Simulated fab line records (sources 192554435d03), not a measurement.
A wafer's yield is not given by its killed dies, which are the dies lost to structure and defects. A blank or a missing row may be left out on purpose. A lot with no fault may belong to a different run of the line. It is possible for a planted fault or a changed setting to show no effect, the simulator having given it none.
Chamber matching ; flow n5 finfet ; 4 sister chambers for N5_DUMMY_GATE_ETCH_32 on rie si-06
The step etches SiO2 in CF4, target depth 3.5 nm, time 3.9 s. 4 wafers are shown with their chamber, then 10 later ones without.

EACH WAFER AND ITS CHAMBER
wafer;chamber;throttle valve pct (%)
L083.5;1;21.48
L083.6;2;21.59
L085.2;3;21.87
L085.5;0;22.09

WAFERS WITH NO CHAMBER GIVEN
wafer;throttle valve pct (%)
L085.6;21.49
L086.1;21.49
L086.3;21.58
L086.5;21.87
L090.2;22.10
L090.3;21.57
L090.5;21.48
L093.3;21.56
L093.4;21.87
L093.6;21.48

WHICH CHAMBER EACH WENT THROUGH
wafer;from the rows above;in truth
L085.6;1;1
L086.1;1;1
L086.3;2;2
L086.5;3;3
L090.2;0;0
L090.3;2;2
L090.5;1;1
L093.3;2;2
L093.4;3;3
L093.6;1;1
Placed correctly: 10 of 10. Not placeable from these rows: 0. Wrongly placed: 0.
How it was worked out, from the rows above alone: a wafer's distance from a chamber is the root of the sum, over the readings, of the square of ((its reading less the chamber's mean) divided by the reading's scatter). If the next closest chamber is less than 2 further off than the closest, the wafer can't be placed; otherwise it belongs to the closest. The mean given for a chamber averages the wafers shown for that chamber. The scatter: root of mean squared gap, hidden wafer to nearest shown wafer, with one shown wafer a chamber.
